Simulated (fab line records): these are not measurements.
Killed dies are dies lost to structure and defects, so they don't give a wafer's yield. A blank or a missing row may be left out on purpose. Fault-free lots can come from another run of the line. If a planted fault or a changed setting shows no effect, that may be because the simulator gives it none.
fab line records    flow nand-harc
[record] lots = 14  wafers = 42  last-day = 25
route steps=1159 shown A_STAIRCASE@581
lots untouched by any fault: they come from a run of this same line in which no faults occurred
start-h: start of the lot's first displayed wafer, in hours after the record's first day    wait-h: hours elapsed since this lot's preceding step    " identical to the entry in the row above    L1.1+2: several wafers, shown together as one row    - no value present, or no start provided    * or withheld: withheld    < > ~ a bound
route shown NAME@n: names a module that has steps shown in the file, with the first one's number in the route    usual: mean/standard deviation of fault-free wafers    same: alike in all rows    chamber/n: place in a boat    sites: readings site by site    _std_site: the values' standard deviation    _edge_site: mean of outer sites minus mean of inner sites    radius-mm: how far each site lies from the wafer's centre    mask NAME#n: copy n    behind: the last tool/chamber to shape the wafer    hold: what put the lot on hold/how long, in hours/how the hold closed    device: transistor that didn't switch, given as n, p or np    end of line: at the end of the route, the tests of the same wafers    step lacking rows: just its recipe    killed: dies lost to structure and defects at the first sort, not the wafer's yield    map: per-die view of a wafer (x killed, . not killed, _ where there is no die)
set.NAME: the setting that was run; set.NAME@STEP: the one run at that earlier step    model.NAME: the simulator's own value behind a step, which no gauge read
one table for each step of the route and one row for each wafer, over a sample of lots
services: a tool's chamber out of use, with start hour (start-h, from the record's first day; less than 0 if before it), hours out, and reason
[[steps]]
[step NHARC_A_STAIRCASE_TRIM_187]
[recipe] time-s = 211.2  o2-flow-sccm = 500  ar-flow-sccm = 0  bias-w = 0  chemistry = O2
[usual] drypump-motor-current-A = 5.7/0.31  oes-product-au = 1.000/0.01  rf-vpp-V = 57.7/0.77  showerhead-plenum-p-Torr = 3.54/0.18  throttle-valve-pct = 17.037/0.0088
[same] bias-w = 0
lot.wafer  tool         chamber  start-h  wait-h  drypump-motor-current-A  oes-product-au  rf-hours-counter-h  rf-vpp-V  showerhead-plenum-p-Torr  throttle-valve-pct
L790.1     rie-diel-03  2        237.13   0.1     5.3                      1.010           6                   59.6      3.80                      17.046
L790.5     "            2        "        "       5.3                      1.000           -                   57.6      3.80                      17.052
L790.6     "            3        "        "       6.2                      1.008           -                   56.6      3.33                      17.031
L793.3     rie-diel-09  2        253.49   0.1     5.6                      1.009           60                  57.9      3.57                      17.042
L793.4     "            0        "        "       5.6                      1.002           61                  57.1      3.36                      17.035
L793.6     "            2        "        "       5.6                      1.015           -                   57.9      3.57                      17.039
L792.3     rie-diel-02  1        256.57   0.1     5.6                      0.977           38                  58.1      3.56                      17.039
L792.4     "            1        "        "       5.6                      0.977           -                   58.5      3.56                      17.028
L792.5     "            0        "        "       5.8                      1.004           -                   56.7      3.54                      17.019
L795.4     rie-diel-02  1        264.77   0.1     5.6                      0.983           41                  57.2      3.56                      17.032
L795.5     "            0        "        "       5.8                      1.007           -                   57.5      3.54                      17.050
L795.6     "            1        "        "       5.6                      0.991           -                   58.4      3.56                      17.041
L794.2     rie-diel-02  0        265.25   0.2     5.8                      0.997           40                  57.5      3.54                      17.045
L794.5     "            1        "        "       5.6                      0.980           -                   57.7      3.56                      17.037
L794.6     "            2        "        "       5.9                      0.993           -                   57.3      3.79                      17.041
L797.1     rie-diel-03  1        270.87   0.2     5.7                      0.997           18                  57.2      3.29                      17.036
L797.4     "            2        "        "       5.3                      0.999           19                  58.5      3.80                      17.022
L797.3     "            3        "        "       6.2                      0.999           19                  57.2      3.33                      17.032
L796.2     rie-diel-03  1        271.48   0.1     5.7                      1.013           18                  56.6      3.29                      17.041
L796.6     "            1        "        "       5.7                      1.010           -                   57.8      3.29                      17.018
L796.5     "            2        "        "       5.3                      1.003           -                   56.9      3.80                      17.054
L798.2     rie-diel-03  1        288.84   0.1     5.8                      1.005           26                  57.0      3.29                      17.029
L798.5     "            1        "        "       5.8                      1.009           -                   57.5      3.29                      17.019
L798.6     "            2        "        "       5.3                      1.004           -                   57.7      3.79                      17.047
L801.3     rie-diel-02  3        315.56   0.1     5.6                      1.001           53                  56.6      3.34                      17.032
L801.2     "            1        "        "       5.6                      0.980           58                  57.8      3.55                      17.028
L801.5     "            2        "        "       5.9                      0.982           -                   58.2      3.78                      17.033
L804.1     rie-diel-09  2        321.90   0.1     5.6                      1.005           22                  57.3      3.56                      17.040
L804.5     "            2        "        "       5.6                      1.011           -                   58.6      3.56                      17.039
L804.6     "            3        "        "       6.2                      1.005           -                   57.0      3.76                      17.031
L808.2     rie-diel-03  2        343.26   0.2     5.3                      1.005           46                  59.0      3.78                      17.034
L808.3     "            3        "        "       6.2                      0.999           47                  57.6      3.31                      17.048
L808.6     "            2        "        "       5.3                      0.998           -                   58.3      3.78                      17.030
L811.2     rie-diel-09  3        370.93   0.1     6.2                      1.019           44                  58.8      3.75                      17.045
L811.4     "            0        "        "       5.6                      1.016           42                  57.4      3.34                      17.046
L811.5     "            2        "        "       5.6                      1.012           -                   56.9      3.55                      17.026
L812.2     rie-diel-02  1        373.38   0.1     5.7                      0.990           12                  57.4      3.54                      17.028
L812.1     "            3        "        "       5.6                      1.002           12                  57.5      3.33                      17.023
L812.5     "            2        "        "       5.8                      0.984           -                   58.1      3.77                      17.041
L813.3     rie-diel-03  1        385.49   0.1     5.8                      0.999           59                  56.5      3.27                      17.035
L813.2     "            3        "        "       6.3                      0.989           64                  57.6      3.30                      17.044
L813.5     "            1        "        "       5.7                      1.001           -                   57.0      3.27                      17.030
[step NHARC_A_STAIRCASE_ETCH_194]
[recipe] target-depth-a = 1000  time-s = 40.5  ion-energy-ev = 400  c4f8-flow-sccm = 20  o2-flow-sccm = 10  ar-flow-sccm = withheld  rf-w = 600  bias-w = 1000  chemistry = C4F8/O2
[usual] bias-w = 1000/3.1  oes-product-au = 0.945/0.016  rf-vpp-V = 896/6.5
lot.wafer  tool         chamber  start-h  wait-h  bias-w  oes-product-au  rf-hours-counter-h  rf-vpp-V
L790.1     rie-diel-03  3        -        -       1003    0.939           5                   889
L790.6     "            3        "        "       1002    0.940           -                   889
L790.5     "            0        "        "       1000    0.962           -                   892
L793.4     rie-diel-03  2        254.38   -       1004    0.995           12                  905
L793.3     "            3        "        "       1002    0.994           11                  889
L793.6     "            3        "        "       1000    0.996           -                   890
L792.3     rie-diel-02  1        -        -       1007    0.914           38                  897
L792.4     "            1        "        "       1001    0.922           -                   898
L792.5     "            0        "        "       1002    0.939           -                   896
L795.4     rie-diel-02  1        -        -       1005    0.925           43                  897
L795.5     "            3        "        "       998     0.922           -                   889
L795.6     "            0        "        "       1002    0.951           -                   896
L794.2     rie-diel-02  0        -        -       998     0.955           41                  896
L794.5     "            0        "        "       1003    0.944           -                   897
L794.6     "            1        "        "       995     0.922           -                   896
L797.3     rie-diel-03  0        -        -       1003    0.948           19                  893
L797.1     "            1        "        "       1003    0.929           19                  888
L797.4     "            2        "        "       995     0.935           20                  906
L796.2     rie-diel-03  3        -        -       1001    0.930           20                  889
L796.5     "            1        "        "       1000    0.942           -                   889
L796.6     "            2        "        "       998     0.941           -                   905
L798.2     rie-diel-03  2        -        -       1006    0.945           27                  905
L798.6     "            2        "        "       1002    0.946           -                   906
L798.5     "            3        "        "       997     0.934           -                   888
L801.2     rie-diel-02  3        -        -       1000    0.952           55                  889
L801.3     "            2        "        "       998     0.926           56                  904
L801.5     "            0        "        "       999     0.957           -                   897
L804.1     rie-diel-09  3        -        -       1002    0.941           26                  903
L804.5     "            0        "        "       1000    0.943           -                   890
L804.6     "            2        "        "       996     0.939           -                   898
L808.2     rie-diel-03  3        -        -       1004    0.932           47                  889
L808.3     "            0        "        "       1003    0.946           46                  892
L808.6     "            3        "        "       1001    0.950           -                   888
L811.4     rie-diel-09  0        -        -       1002    0.952           43                  889
L811.2     "            1        "        "       999     0.931           40                  903
L811.5     "            0        "        "       996     0.952           -                   890
L812.2     rie-diel-02  2        -        -       999     0.932           12                  903
L812.1     "            1        "        "       1000    0.926           13                  896
L812.5     "            3        "        "       995     0.947           -                   888
L813.2     rie-diel-03  3        -        -       997     0.936           64                  887
L813.3     "            0        "        "       999     0.943           61                  891
L813.5     "            3        "        "       995     0.932           -                   889
[step NHARC_A_STAIRCASE_TRIM_198]
[recipe] time-s = 211.2  o2-flow-sccm = 500  ar-flow-sccm = 0  bias-w = 0  chemistry = O2
[usual] drypump-motor-current-A = 5.7/0.32  oes-product-au = 1.000/0.01  rf-vpp-V = 57.8/0.91  showerhead-plenum-p-Torr = 3.50/0.18  throttle-valve-pct = 17.036/0.008
[same] bias-w = 0
lot.wafer  tool         chamber  start-h  wait-h  drypump-motor-current-A  oes-product-au  rf-hours-counter-h  rf-vpp-V  showerhead-plenum-p-Torr  throttle-valve-pct
L790.1     rie-diel-03  0        -        -       5.3                      1.012           5                   59.2      3.42                      17.034
L790.5     "            0        "        "       5.2                      1.016           -                   57.2      3.42                      17.022
L790.6     "            1        "        "       5.7                      1.017           -                   56.8      3.30                      17.041
L793.3     rie-diel-03  3        -        -       6.2                      1.004           11                  58.3      3.33                      17.033
L793.4     "            0        "        "       5.3                      1.014           11                  57.7      3.41                      17.033
L793.6     "            2        "        "       5.3                      1.004           -                   58.6      3.80                      17.034
L792.3     rie-diel-02  1        -        -       5.6                      0.983           39                  58.0      3.56                      17.029
L792.4     "            3        "        "       5.5                      0.991           -                   58.0      3.35                      17.052
L792.5     "            0        "        "       5.8                      1.002           -                   55.9      3.54                      17.025
L795.4     rie-diel-03  0        -        -       5.2                      1.012           17                  57.1      3.41                      17.051
L795.5     "            3        "        "       6.2                      0.993           -                   58.6      3.33                      17.045
L795.6     "            0        "        "       5.3                      1.017           -                   56.4      3.41                      17.040
L794.2     rie-diel-02  0        -        -       5.8                      1.001           41                  57.5      3.54                      17.039
L794.5     "            1        "        "       5.6                      0.993           -                   57.4      3.56                      17.047
L794.6     "            2        "        "       5.9                      0.996           -                   58.5      3.78                      17.026
L797.4     rie-diel-02  1        -        -       5.6                      0.981           46                  58.1      3.55                      17.038
L797.3     "            2        "        "       5.9                      0.995           42                  57.7      3.78                      17.025
L797.1     "            0        "        "       5.8                      1.006           43                  59.7      3.54                      17.047
L796.2     rie-diel-09  3        -        -       6.2                      0.994           6                   58.1      3.77                      17.051
L796.6     "            1        "        "       5.2                      0.983           -                   58.8      3.69                      17.039
L796.5     "            2        "        "       5.6                      1.011           -                   57.6      3.57                      17.033
L798.2     rie-diel-02  1        -        -       5.6                      0.994           51                  56.3      3.55                      17.031
L798.6     "            2        "        "       5.9                      1.000           -                   58.8      3.78                      17.035
L798.5     "            3        "        "       5.6                      1.005           -                   56.6      3.35                      17.041
L801.2     rie-diel-02  3        -        -       5.5                      1.002           55                  56.4      3.34                      17.030
L801.3     "            0        "        "       5.8                      0.997           55                  57.3      3.53                      17.047
L801.5     "            2        "        "       5.9                      0.988           -                   58.7      3.78                      17.030
L804.1     rie-diel-02  2        -        -       5.9                      0.988           58                  58.5      3.77                      17.050
L804.6     "            3        "        "       5.6                      1.006           -                   57.0      3.34                      17.046
L804.5     "            0        "        "       5.8                      1.012           -                   57.0      3.53                      17.038
L808.2     rie-diel-03  1        -        -       5.7                      0.997           45                  59.2      3.28                      17.031
L808.3     "            2        "        "       5.3                      1.006           47                  59.9      3.78                      17.032
L808.6     "            3        "        "       6.3                      0.998           -                   55.7      3.31                      17.025
L811.4     rie-diel-03  3        -        -       6.2                      0.994           57                  57.5      3.30                      17.042
L811.2     "            1        "        "       5.7                      0.998           54                  56.8      3.28                      17.031
L811.5     "            0        "        "       5.3                      1.008           -                   56.6      3.39                      17.032
L812.1     rie-diel-03  1        -        -       5.7                      1.000           55                  57.1      3.28                      17.039
L812.2     "            2        "        "       5.3                      1.000           56                  59.4      3.78                      17.048
L812.5     "            3        "        "       6.3                      0.997           -                   55.8      3.30                      17.048
L813.3     rie-diel-03  0        -        -       5.3                      1.016           61                  57.3      3.39                      17.045
L813.2     "            1        "        "       5.7                      1.017           60                  56.9      3.27                      17.023
L813.5     "            3        "        "       6.3                      1.002           -                   57.9      3.30                      17.040
[step NHARC_A_STAIRCASE_ETCH_201]
[recipe] target-depth-a = 1000  time-s = 40.5  ion-energy-ev = 400  c4f8-flow-sccm = 20  o2-flow-sccm = 10  ar-flow-sccm = withheld  rf-w = 600  bias-w = 1000  chemistry = C4F8/O2
[usual] bias-w = 1000.2/2.9  oes-product-au = 0.944/0.012  rf-vpp-V = 895/6.9
lot.wafer  tool         chamber  start-h  wait-h  bias-w  oes-product-au  rf-hours-counter-h  rf-vpp-V
L790.1     rie-diel-03  0        238.91   -       997.3   0.948           5                   893
L790.6     "            3        "        "       997.1   0.947           -                   888
L790.5     "            0        "        "       996.4   0.937           -                   890
L793.4     rie-diel-03  3        255.58   -       1002.1  0.933           11                  890
L793.3     "            0        "        "       1002.5  0.941           12                  892
L793.6     "            1        "        "       1003.1  0.949           -                   888
L792.3     rie-diel-02  1        259.34   -       1000.0  0.927           39                  898
L792.5     "            3        "        "       996.8   0.929           -                   889
L792.4     "            0        "        "       999.0   0.948           -                   897
L795.4     rie-diel-03  3        267.54   -       1001.5  0.955           18                  889
L795.6     "            1        "        "       996.6   0.946           -                   889
L795.5     "            2        "        "       998.7   0.961           -                   905
L794.2     rie-diel-02  2        267.92   -       998.2   0.935           40                  906
L794.5     "            0        "        "       998.3   0.952           -                   896
L794.6     "            1        "        "       1002.1  0.936           -                   897
L797.4     rie-diel-02  0        272.69   -       998.9   0.948           44                  896
L797.1     "            1        "        "       998.5   0.933           46                  898
L797.3     "            2        "        "       1008.0  0.941           43                  904
L796.2     rie-diel-09  1        273.33   -       1001.1  0.922           5                   901
L796.5     "            3        "        "       997.6   0.942           -                   904
L796.6     "            0        "        "       1002.7  0.964           -                   890
L798.2     rie-diel-02  1        290.93   -       998.5   0.942           51                  897
L798.5     "            0        "        "       1001.2  0.954           -                   896
L798.6     "            1        "        "       997.1   0.929           -                   896
L801.2     rie-diel-02  3        317.88   -       1000.3  1.092           55                  888
L801.3     "            1        "        "       1004.3  0.917           60                  897
L801.5     "            2        "        "       999.3   0.935           -                   905
L804.1     rie-diel-02  3        323.99   -       1000.4  0.940           57                  889
L804.5     "            2        "        "       997.2   0.936           -                   904
L804.6     "            3        "        "       1003.2  1.084           -                   889
L808.3     rie-diel-03  2        345.33   -       998.2   0.950           47                  904
L808.2     "            1        "        "       996.1   0.942           45                  887
L808.6     "            3        "        "       1000.2  0.943           -                   888
L811.4     rie-diel-03  2        372.58   -       1000.3  0.945           56                  904
L811.2     "            0        "        "       999.4   0.950           56                  889
L811.5     "            2        "        "       1002.2  0.939           -                   906
L812.2     rie-diel-03  3        375.07   -       1002.7  0.948           58                  887
L812.1     "            0        "        "       1003.4  0.946           56                  892
L812.5     "            2        "        "       999.1   0.963           -                   903
L813.3     rie-diel-03  0        387.24   -       996.9   0.965           62                  891
L813.2     "            2        "        "       997.7   0.942           63                  905
L813.5     "            0        "        "       997.9   0.963           -                   891
[[services]]
tool         chamber  start-h  hours  kind
rie-diel-03  -        215.34   9.0    pm
rie-diel-03  0        215.34   9.0    vent-cycle
rie-diel-03  1        215.34   9.0    vent-cycle
rie-diel-03  2        215.34   9.0    vent-cycle
rie-diel-03  3        215.34   9.0    vent-cycle
rie-diel-03  0        224.34   -      clean
rie-diel-03  1        224.34   -      clean
rie-diel-03  1        224.34   -      consumable-replace:focus-ring
rie-diel-03  2        224.34   -      clean
rie-diel-03  2        224.34   -      consumable-replace:showerhead
rie-diel-03  3        224.34   -      clean
rie-diel-03  0        248.84   -      clean
rie-diel-03  1        248.84   -      clean
rie-diel-03  2        248.84   -      clean
rie-diel-03  3        248.84   -      clean
rie-diel-02  2        255.85   4.5    repair
rie-diel-03  0        273.34   -      clean
rie-diel-03  1        273.34   -      clean
rie-diel-03  2        273.34   -      clean
rie-diel-03  3        273.34   -      clean
rie-diel-03  0        297.84   -      clean
rie-diel-02  0        311.50   2.3    repair
rie-diel-02  -        328.17   9.0    pm
rie-diel-02  1        377.35   2.2    repair
[[key]]
[first-sign] step = NHARC_A_STAIRCASE_ETCH_201  reading = oes-product-au  direction = up  sigmas = 12  usual = 0.944  struck = 1.088
effect none on later readings
met-at NHARC_A_STAIRCASE_ETCH_201
struck-lots L801,L804
struck-wafers L801.2,L804.6
later-rows-left-out L801.2,L804.6
sort-left-out L801.2,L804.6
tester-left-out L801,L804
not-acting-at NHARC_A_STAIRCASE_TRIM_187,NHARC_A_STAIRCASE_ETCH_194,NHARC_A_STAIRCASE_TRIM_198
onset-between 290.93 317.88
[fault] kind = process-parameter-drift  tool = rie-diel-02  chamber = -  onset-h = 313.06  steps = NHARC_A_STAIRCASE_ETCH_201  channel = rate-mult  offset = 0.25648  shape = step  end-h = 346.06  scope = struck-wafers-only
// tester-left-out: of these lots the tester's yield and bins aren't shown, on N5 and GAA mostly nor the transistor test; their killed dies are dies lost to structure and defects alone, not to doping, threshold or leakage, so they don't give the yield
// sort-left-out: the simulated sort isn't trusted on such a fault, so these wafers' sort isn't shown, and their yield isn't known
// later-rows-left-out: the simulator's readings of these wafers behind a module that went badly wrong aren't trusted and aren't shown, but for the sort
